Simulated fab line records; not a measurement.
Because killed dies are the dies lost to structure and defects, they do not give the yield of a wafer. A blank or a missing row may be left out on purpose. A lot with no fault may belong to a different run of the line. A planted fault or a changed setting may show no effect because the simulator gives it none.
Which tool did it? + flow nand_harc + 10 lots, 30 wafers sampled, at 7 steps of a route of 1302

== WHAT THE GAUGES SHOWED, per wafer ==
NHARC_A_BONDPAD_CD_MEAS_09 targets a cd of 500 nm.
| lot  | measured     | on        | cd_nm (nm)        |
|------|--------------|-----------|-------------------|
| L793 | day 25 14:23 | cd_sem-02 | 500.0 498.4 499.3 |
| L796 | day 26 17:15 | cd_sem-01 | 499.0 498.9 499.1 |
| L798 | day 27 19:04 | cd_sem-03 | 500.6 501.8 501.1 |
| L800 | day 28 07:58 | cd_sem-03 | 498.2 498.9 498.5 |
| L802 | day 29 02:22 | cd_sem-01 | 502.3 501.1 501.2 |
| L804 | day 29 17:09 | cd_sem-01 | 499.2 498.7 498.9 |
| L803 | day 30 12:36 | cd_sem-01 | 500.8 501.2 499.2 |
| L808 | day 31 06:55 | cd_sem-02 | 498.6 499.1 499.3 |
| L809 | day 31 20:17 | cd_sem-03 | 502.5 500.0 500.5 |
| L810 | day 32 17:34 | cd_sem-02 | 499.2 499.4 499.1 |

NHARC_A_BONDPAD_THK_MEAS_20: measures by xrf.
| lot  | measured     | on            | thk_nm (nm)       |
|------|--------------|---------------|-------------------|
| L793 | day 25 17:23 | film_metro-01 | 170.3 169.0 169.9 |
| L796 | day 26 19:50 | film_metro-02 | 170.4 168.8 169.3 |
| L798 | day 27 21:38 | film_metro-01 | 168.6 170.8 170.8 |
| L800 | day 28 10:30 | film_metro-02 | 166.8 167.4 168.9 |
| L802 | day 29 05:10 | film_metro-01 | 166.9 170.6 167.9 |
| L804 | day 29 19:49 | film_metro-01 | 401.2 399.4 394.3 |
| L803 | day 30 15:11 | film_metro-02 | 406.5 410.8 400.8 |
| L808 | day 31 09:48 | film_metro-02 | 168.4 170.0 171.3 |
| L809 | day 31 23:15 | film_metro-01 | 171.1 172.1 171.3 |
| L810 | day 32 20:10 | film_metro-02 | 168.5 171.2 168.5 |

NHARC_A_BONDPAD_INSPECT_23.
| lot  | measured     | on                | raw_defect_count |
|------|--------------|-------------------|------------------|
| L793 | day 25 17:35 | defect_inspect-01 | 347 536 669      |
| L796 | day 26 20:02 | defect_inspect-01 | 823 555 568      |
| L798 | day 27 21:52 | defect_inspect-02 | 754 599 564      |
| L800 | day 28 10:43 | defect_inspect-02 | 459 529 462      |
| L802 | day 29 05:23 | defect_inspect-01 | 459 502 413      |
| L804 | day 29 20:02 | defect_inspect-01 | 3236 3227 3226   |
| L803 | day 30 15:23 | defect_inspect-02 | 3205 3349 3264   |
| L808 | day 31 10:02 | defect_inspect-02 | 767 650 449      |
| L809 | day 31 23:27 | defect_inspect-01 | 515 459 432      |
| L810 | day 32 20:24 | defect_inspect-01 | 368 426 349      |

NHARC_END_SORT_01.
| lot  | measured     | on        | defect_limited_yield (%) | killed_at_array | killed_at_other | killed_at_periphery | killed_dies | killed_open | killed_short | sort_bin_2_pct (%) | sort_bin_3_pct (%) | sort_bin_4_pct (%) | sort_n_pass | sort_rim_yield_pct (%) | sort_yield_pct (%) |
|------|--------------|-----------|--------------------------|-----------------|-----------------|---------------------|-------------|-------------|--------------|--------------------|--------------------|--------------------|-------------|------------------------|--------------------|
| L796 | day 28 02:10 | prober-02 | 89.1 89.8 90.5           | 63 64 57        | 3 0 3           | 8 5 4               | 74 69 64    | 0 3 5       | 4 2 6        | 4.3 4.6 3.0        | 1.2 0.3 0.6        | 5.5 5.3 5.9        | 603 608 613 | 81 80 85               | 89.1 89.8 90.5     |
| L800 | day 29 21:22 | prober-01 | 92.6 91.3 93.8           | 40 52 40        | 0 1 0           | 10 6 2              | 50 59 42    | 4 3 5       | 1 6 1        | 3.0 3.7 2.8        | 0.7 0.6 0.1        | 3.7 4.4 3.2        | 627 618 635 | 90 88 85               | 92.6 91.3 93.8     |
| L802 | day 30 11:53 | prober-02 | 94.4 91.7 90.5           | 36 55 59        | 0 1 1           | 2 0 4               | 38 56 64    | 5 3 3       | 5 0 2        | 2.2 2.7 3.4        | 0.3 0.9 0.6        | 3.1 4.7 5.5        | 639 621 613 | 89 86 80               | 94.4 91.7 90.5     |
| L804 | day 31 01:12 | prober-02 | 0 0 0                    | 669 671 673     | 0 2 0           | 8 4 4               | 677 677 677 | 3 0 4       | 2 3 5        | 2.2 2.5 2.1        | 93.4 93.2 92.3     | 4.4 4.3 5.6        | 0 0 0       | 0 0 0                  | 0 0 0              |
| L803 | day 31 21:11 | prober-01 | 0 0 0                    | 674 676 672     | 0 0 1           | 3 1 4               | 677 677 677 | 3 1 2       | 4 3 2        | 3.5 4.3 3.7        | 91.1 91.9 91.1     | 5.3 3.8 5.2        | 0 0 0       | 0 0 0                  | 0 0 0              |
| L809 | day 33 09:38 | prober-01 | 93.8 91.6 95.0           | 39 52 29        | 2 1 1           | 1 4 4               | 42 57 34    | 1 3 2       | 1 4 0        | 2.8 3.2 2.1        | 0.3 0.6 0.3        | 3.1 4.6 2.7        | 635 620 643 | 92 83 91               | 93.8 91.6 95.0     |

== TOOL THAT RAN EACH LOT (tool first, then ch and the chambers of the sampled wafers, then the start) ==
| lot  | NHARC_A_BONDPAD_DESCUM_11          | NHARC_A_BONDPAD_ETCH_34            | NHARC_A_BONDPAD_CMP_19        |
|------|------------------------------------|------------------------------------|-------------------------------|
| L793 | rie_diel-06 ch 1,3, day 25 14:36   | rie_diel-06 ch 0,1,3, day 25 14:41 | cmp-03 ch 0,2,3, day 25 17:07 |
| L796 | rie_diel-06 ch 0,2, day 26 17:29   | rie_diel-06 ch 2,3, day 26 17:34   | cmp-03 ch 2,3, day 26 19:32   |
| L798 | rie_diel-06 ch 1,3, day 27 19:17   | rie_diel-06 ch 0,2,3, day 27 19:23 | cmp-01 ch 1,2,3, day 27 21:19 |
| L800 | rie_diel-03 ch 0,1,3, day 28 08:11 | rie_diel-03 ch 0,1,3, day 28 08:16 | cmp-02 ch 0,1, day 28 10:11   |
| L802 | rie_diel-10 ch 0,3, day 29 02:34   | rie_diel-10 ch 0,1,3, day 29 02:40 | cmp-02 ch 0,2,3, day 29 04:54 |
| L804 | rie_diel-06 ch 1,2, day 29 17:22   | rie_diel-06 ch 2,3, day 29 17:28   | cmp-03 ch 0,2,3, day 29 19:31 |
| L803 | rie_diel-06 ch 2,3, day 30 12:49   | rie_diel-06 ch 1,2, day 30 12:55   | cmp-02 ch 0,1, day 30 14:52   |
| L808 | rie_diel-10 ch 0,1,2, day 31 07:08 | rie_diel-10 ch 1,2,3, day 31 07:13 | cmp-01 ch 2,3, day 31 09:29   |
| L809 | rie_diel-03 ch 1,2, day 31 20:31   | rie_diel-03 ch 1,2,3, day 31 20:37 | cmp-03 ch 0,3, day 31 22:55   |
| L810 | rie_diel-06 ch 0,2,3, day 32 17:47 | rie_diel-06 ch 0,1,2, day 32 17:52 | cmp-01 ch 0,2,3, day 32 19:51 |
- NHARC_A_BONDPAD_DESCUM_11: chemistry O2, time 3 s.
- NHARC_A_BONDPAD_ETCH_34: etches the open film in N2/H2, target depth 60 nm, overetch 18 nm, time 65.91 s.
- NHARC_A_BONDPAD_CMP_19: polishes, t overpolish 30 s, cu recess touch 16 s, target thk 169.82 nm.

== WHAT THE TOOLS THEMSELVES READ (means of the sampled wafers that have a number; where no wafer has one, the mark that the record gives instead) ==
NHARC_A_BONDPAD_DESCUM_11.
| lot  | tool        | drypump_motor_current_A (A) | oes_product_au (a.u.) | rf_vpp_V (V) | showerhead_plenum_p_Torr (Torr) | throttle_valve_pct (%) |
|------|-------------|-----------------------------|-----------------------|--------------|---------------------------------|------------------------|
| L793 | rie_diel-06 | 5.5                         | 1.004                 | 57.2         | 1.86                            | 11.301                 |
| L796 | rie_diel-06 | 5.9                         | 1.006                 | 57.3         | 1.96                            | 11.306                 |
| L798 | rie_diel-06 | 5.5                         | 1.003                 | 57.8         | 1.86                            | 11.320                 |
| L800 | rie_diel-03 | 6.1                         | 1.007                 | 56.9         | 1.93                            | 11.317                 |
| L802 | rie_diel-10 | 5.6                         | 1.004                 | 57.1         | 1.85                            | 11.315                 |
| L804 | rie_diel-06 | 5.9                         | 0.998                 | 58.3         | 2.00                            | 11.322                 |
| L803 | rie_diel-06 | 5.7                         | 0.998                 | 58.0         | 1.97                            | 11.305                 |
| L808 | rie_diel-10 | 5.7                         | 1.002                 | 58.3         | 1.94                            | 11.302                 |
| L809 | rie_diel-03 | 6.1                         | 1.001                 | 57.6         | 1.85                            | 11.315                 |
| L810 | rie_diel-06 | 5.6                         | 0.994                 | 58.4         | 1.88                            | 11.310                 |

NHARC_A_BONDPAD_ETCH_34.
| lot  | tool        | drypump_motor_current_A (A) | h2_flow_sccm (sccm) | n2_flow_sccm (sccm) | oes_product_au (a.u.) | rf_fwd_power_W (W) | rf_vpp_V (V) | showerhead_plenum_p_Torr (Torr) | throttle_valve_pct (%) |
|------|-------------|-----------------------------|---------------------|---------------------|-----------------------|--------------------|--------------|---------------------------------|------------------------|
| L793 | rie_diel-06 | 5.5                         | 149.9               | 149.7               | 1.002                 | 396.3              | 427          | 1.95                            | 14.176                 |
| L796 | rie_diel-06 | 5.5                         | 150.3               | 150.1               | 1.002                 | 396.6              | 429          | 2.01                            | 14.174                 |
| L798 | rie_diel-06 | 5.6                         | 149.5               | 150.4               | 1.003                 | 396.4              | 429          | 2.00                            | 14.169                 |
| L800 | rie_diel-03 | 6.1                         | 149.7               | 150.0               | 0.998                 | 395.9              | 431          | 2.06                            | 14.172                 |
| L802 | rie_diel-10 | 5.8                         | 150.1               | 150.0               | 1.005                 | 397.5              | 431          | 2.01                            | 14.165                 |
| L804 | rie_diel-06 | 5.7                         | 150.2               | 149.9               | 1.002                 | 395.4              | 432          | 2.10                            | 14.167                 |
| L803 | rie_diel-06 | 5.8                         | 150.3               | 150.3               | 0.999                 | 393.9              | 432          | 2.07                            | 14.177                 |
| L808 | rie_diel-10 | 6.0                         | 150.1               | 149.7               | 1.001                 | 397.5              | 432          | 2.04                            | 14.175                 |
| L809 | rie_diel-03 | 6.2                         | 150.1               | 149.6               | 1.001                 | 393.7              | 431          | 2.05                            | 14.168                 |
| L810 | rie_diel-06 | 5.8                         | 149.8               | 149.9               | 1.007                 | 395.3              | 429          | 2.03                            | 14.176                 |

NHARC_A_BONDPAD_CMP_19.
| lot  | tool   | edge_zone_pressure_frac | motor_current_A (A) | overpolish_run_s (s) | retaining_ring_pressure_frac | slurry_flow_ml_min |
|------|--------|-------------------------|---------------------|----------------------|------------------------------|--------------------|
| L793 | cmp-03 | 0.997                   | 11.6                | 30.007               | 1.000                        | 150.2              |
| L796 | cmp-03 | 1.002                   | 10.9                | 30.003               | 1.000                        | 149.9              |
| L798 | cmp-01 | 1.000                   | 12.3                | 29.996               | 0.999                        | 149.7              |
| L800 | cmp-02 | 1.001                   | 12.1                | 30.004               | 0.995                        | 149.9              |
| L802 | cmp-02 | 1.002                   | 12.0                | 30.002               | 0.998                        | 149.8              |
| L804 | cmp-03 | -                       | -                   | -                    | -                            | -                  |
| L803 | cmp-02 | -                       | -                   | -                    | -                            | -                  |
| L808 | cmp-01 | 0.998                   | 12.2                | 30.001               | 0.996                        | 149.8              |
| L809 | cmp-03 | 0.999                   | 11.4                | 30.009               | 0.997                        | 150.1              |
| L810 | cmp-01 | 1.004                   | 12.3                | 29.995               | 1.002                        | 149.9              |

== THE ANSWER, worked out from the rows above alone ==
Rule: what is usual is taken from the lots themselves. Put in order of their means at a reading, lots are off if they are a third of the lots or fewer, leave a main group of 4 or more, and stand apart from it by a gap of 3 or more times the standard deviation of the main group's means; of several such gaps the widest counts. A main group whose means are all the same, to the digits that the tables above print for the reading, isn't used. A lot without any number at a reading at which 4 lots or more have one is off too. All remaining lots with rows at the step are treated as sound. Order of review: gauges by route order, followed by the tools' own readings, for which a lot's mean as printed above is used. The first step at which some lot is off is used, and at that step the reading that is off furthest; a lot without a number counts as furthest.
Off, at NHARC_A_BONDPAD_THK_MEAS_20 on thk_nm: L804, L803. For the main group the mean is 169.5 nm and the standard deviation 1.1.
A tool fits if, at a process step before that reading, it ran every lot that is off, and no sound lot after the first of them. Not tried: the gauges at NHARC_A_BONDPAD_THK_MEAS_20; whatever is off there is also off at NHARC_A_BONDPAD_INSPECT_23, on other tools, and gauge error can't account for it. Of those tried, none fits.

== WHAT THE SIMULATOR HAD INSERTED ==
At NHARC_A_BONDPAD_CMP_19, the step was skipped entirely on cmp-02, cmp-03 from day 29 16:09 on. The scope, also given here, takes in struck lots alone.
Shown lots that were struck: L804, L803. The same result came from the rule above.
